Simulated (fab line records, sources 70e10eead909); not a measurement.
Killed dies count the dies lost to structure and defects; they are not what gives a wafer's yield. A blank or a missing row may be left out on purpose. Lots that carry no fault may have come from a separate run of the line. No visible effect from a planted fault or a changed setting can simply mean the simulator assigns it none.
The tool behind it: which one? | flow nandHarc | 39 wafers from 13 lots sampled at 6 of the route's 1302 steps

WHAT THE GAUGES READ, wafer by wafer
NHARC_A_ONON_D2_THK_MEAS_11: measures by ellipsometry.
lot  | measured     | on           | thkNm (nm)
L827 | day 13 14:14 | filmMetro-01 | 1007 1006 1007
L830 | day 14 10:18 | filmMetro-01 | 992 991 993
L829 | day 14 10:49 | filmMetro-01 | 997 997 997
L831 | day 15 06:04 | filmMetro-02 | 1001 1002 1002
L833 | day 16 03:10 | filmMetro-01 | 996 996 995
L834 | day 16 08:59 | filmMetro-02 | 999 998 998
L836 | day 17 06:26 | filmMetro-02 | 989 990 989
L835 | day 17 06:38 | filmMetro-02 | 1024 1023 1024
L837 | day 17 10:28 | filmMetro-01 | 995 997 995
L839 | day 18 12:25 | filmMetro-02 | 1000 999 997
L840 | day 18 19:13 | filmMetro-02 | 978 979 978
L846 | day 21 09:49 | filmMetro-02 | 1013 1012 1012
L847 | day 22 00:43 | filmMetro-02 | 972 971 971

NHARC_A_ONON_D2_THK_MEAS_34: measures by ellipsometry.
lot  | measured     | on           | thkNm (nm)
L827 | day 14 03:13 | filmMetro-02 | 199.7 197.3 198.9
L830 | day 14 20:58 | filmMetro-02 | 199.9 200.6 199.7
L829 | day 14 21:05 | filmMetro-01 | 199.5 199.4 201.8
L831 | day 15 16:46 | filmMetro-01 | 199.4 200.1 203.5
L833 | day 16 13:55 | filmMetro-02 | 200.1 201.1 203.0
L834 | day 16 21:47 | filmMetro-01 | 196.0 200.0 193.7
L836 | day 17 17:25 | filmMetro-01 | 201.9 206.2 203.2
L835 | day 17 17:26 | filmMetro-02 | 194.9 196.8 199.9
L837 | day 17 21:17 | filmMetro-02 | 201.9 201.1 202.9
L839 | day 19 00:05 | filmMetro-01 | 201.4 199.9 204.2
L840 | day 19 06:15 | filmMetro-02 | 199.5 201.9 205.4
L846 | day 21 21:08 | filmMetro-02 | 217.9 217.9 219.5
L847 | day 22 12:02 | filmMetro-01 | 213.5 217.7 219.2

NHARC_A_CHANNEL_HOLE_D2_CD_MEAS_10 targets a cd of 100 nm.
lot  | measured     | on       | cdNm (nm)
L827 | day 14 08:41 | cdSem-02 | 99.9 100.5 100.2
L830 | day 14 23:35 | cdSem-03 | 99.8 99.7 99.8
L829 | day 14 23:53 | cdSem-03 | 100.4 99.4 100.1
L831 | day 15 19:32 | cdSem-02 | 99.7 100.3 100.0
L833 | day 16 18:45 | cdSem-02 | 100.1 100.2 100.1
L834 | day 17 01:55 | cdSem-01 | 99.9 100.2 100.2
L836 | day 17 21:16 | cdSem-03 | 100.2 100.2 100.2
L835 | day 17 21:49 | cdSem-03 | 99.3 99.9 99.9
L837 | day 18 05:38 | cdSem-02 | 100.3 99.7 100.0
L839 | day 19 02:41 | cdSem-01 | 99.3 98.9 99.1
L840 | day 19 09:02 | cdSem-03 | 100.5 100.4 100.6
L846 | day 22 00:32 | cdSem-03 | 100.3 99.9 100.3
L847 | day 22 16:19 | cdSem-03 | 99.9 100.0 99.9

NHARC_A_CHANNEL_HOLE_D2_INSPECT_12.
lot  | measured     | on               | rawDefectCount
L827 | day 14 08:48 | defectInspect-01 | 49 70 55
L830 | day 14 23:43 | defectInspect-01 | 11 7 12
L829 | day 15 00:01 | defectInspect-02 | 7 17 15
L831 | day 15 19:39 | defectInspect-02 | 13 16 5
L833 | day 16 18:53 | defectInspect-02 | 5 11 8
L834 | day 17 02:02 | defectInspect-02 | 12 18 9
L836 | day 17 21:23 | defectInspect-01 | 10 5 8
L835 | day 17 21:56 | defectInspect-01 | 9 12 9
L837 | day 18 05:45 | defectInspect-01 | 15 11 12
L839 | day 19 02:49 | defectInspect-02 | 64 47 50
L840 | day 19 09:10 | defectInspect-01 | 59 74 51
L846 | day 22 00:40 | defectInspect-01 | 22 29 22
L847 | day 22 16:26 | defectInspect-02 | 37 16 29

NHARC_END_SORT_01.
lot  | measured     | on        | killedAtArray | killedAtOther | killedAtPeriphery | killedDies | killedOpen | killedShort
L835 | day 28 20:32 | prober-01 | 8 17 18       | 1 1 2         | 3 1 2             | 12 19 22   | 4 1 3      | 0 2 1
L839 | day 30 17:21 | prober-01 | 67 76 75      | 1 1 1         | 2 3 3             | 70 80 79   | 2 4 6      | 3 4 5

TOOL THAT RAN EACH LOT (tool first, then ch and the chambers of the sampled wafers, then the start)
lot  | NHARC_A_ONON_D2_DEP_33
L827 | pecvd-02 ch 1,2, day 14 02:49
L830 | pecvd-04 ch 1,2, day 14 20:33
L829 | pecvd-01 ch 0,1,2, day 14 20:38
L831 | pecvd-01 ch 0,1, day 15 16:20
L833 | pecvd-01 ch 0,1,2, day 16 13:32
L834 | pecvd-01 ch 1,2, day 16 21:22
L836 | pecvd-01 ch 0,1, day 17 17:05
L835 | pecvd-02 ch 1,2, day 17 17:01
L837 | pecvd-04 ch 0,1, day 17 20:52
L839 | pecvd-01 ch 0,1,2, day 18 23:43
L840 | pecvd-01 ch 1,2, day 19 05:50
L846 | pecvd-04 ch 0,1,2, day 21 20:44
L847 | pecvd-04 ch 0,2, day 22 11:37
- NHARC_A_ONON_D2_DEP_33: deposits SiO2, target thk 200 nm.

AS READ BY THE TOOLS THEMSELVES (means over the sampled wafers that have a number; for cases with no such wafer, the mark the record gives instead)
NHARC_A_ONON_D2_DEP_33.
lot  | tool     | heaterPowerW (W) | mfcPrecursorSccm (sccm) | rfFwdPowerW (W) | throttleValvePct (%)
L827 | pecvd-02 | 651              | 161.5                   | 896.7           | 16.3
L830 | pecvd-04 | 489              | 161.7                   | 898.9           | 15.8
L829 | pecvd-01 | 574              | 161.1                   | 897.4           | 15.9
L831 | pecvd-01 | 555              | 161.3                   | 900.0           | 16.1
L833 | pecvd-01 | 629              | 161.1                   | 897.5           | 16.0
L834 | pecvd-01 | 637              | 161.0                   | 899.5           | 15.6
L836 | pecvd-01 | 574              | 161.7                   | 901.0           | 16.3
L835 | pecvd-02 | 638              | 161.3                   | 898.2           | 16.8
L837 | pecvd-04 | 531              | 161.6                   | 900.6           | 16.4
L839 | pecvd-01 | 579              | 161.9                   | 900.5           | 16.0
L840 | pecvd-01 | 641              | 161.3                   | 898.3           | 16.0
L846 | pecvd-04 | 488              | 175.8                   | 898.7           | 16.3
L847 | pecvd-04 | 580              | 176.2                   | 899.2           | 16.5

THE ANSWER, worked out from the rows above alone
Rule: the lots themselves supply what counts as usual. Put in order of their means at a reading, lots are off if they are a third of the lots or fewer, leave a main group of 4 or more, and stand apart from it by a gap of 3 or more times the standard deviation of the main group's means; of several such gaps the widest counts. If all means in a main group match to the digits the tables above print for the reading, that group is not used. Also off: a lot with no number at a reading for which 4 or more lots have one. The other lots that the step has rows for count as sound. The gauges are gone through in route order, then the tools' own readings, and for those a lot's mean is taken as printed above. The first step at which some lot is off is used, and at that step the reading that is off furthest; a lot without a number counts as furthest.
Off: L846, L847 (NHARC_A_ONON_D2_THK_MEAS_34, thkNm). Mean 200.4 nm and standard deviation 2.1 in the main group.
If a tool, at a process step before that reading, ran all the lots that are off and no sound lot after the first of them, it fits. Not tried: the gauges at NHARC_A_ONON_D2_THK_MEAS_34; whatever is off there is also off at NHARC_A_ONON_D2_DEP_33, on other tools, and gauge error can't account for it. One fits: pecvd-04 at NHARC_A_ONON_D2_DEP_33. A fault onset in the window from L837 (day 17 20:52, its last sound lot) to L846 (day 21 20:44, its first lot off) fits.
The tool's own readings at NHARC_A_ONON_D2_DEP_33 bear it out: on the lots that are off they differ by more than 5 times the standard deviation of the sound lots' means. mfcPrecursorSccm reads 176.0 sccm there against 161.4 sccm on the sound lots.

WHAT WAS PUT IN BY THE SIMULATOR
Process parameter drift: pecvd-04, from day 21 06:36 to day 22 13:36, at NHARC_A_ONON_D2_DEP_33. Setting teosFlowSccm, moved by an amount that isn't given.
Struck lots among those shown: L846, L847. Same finding as the rule above.
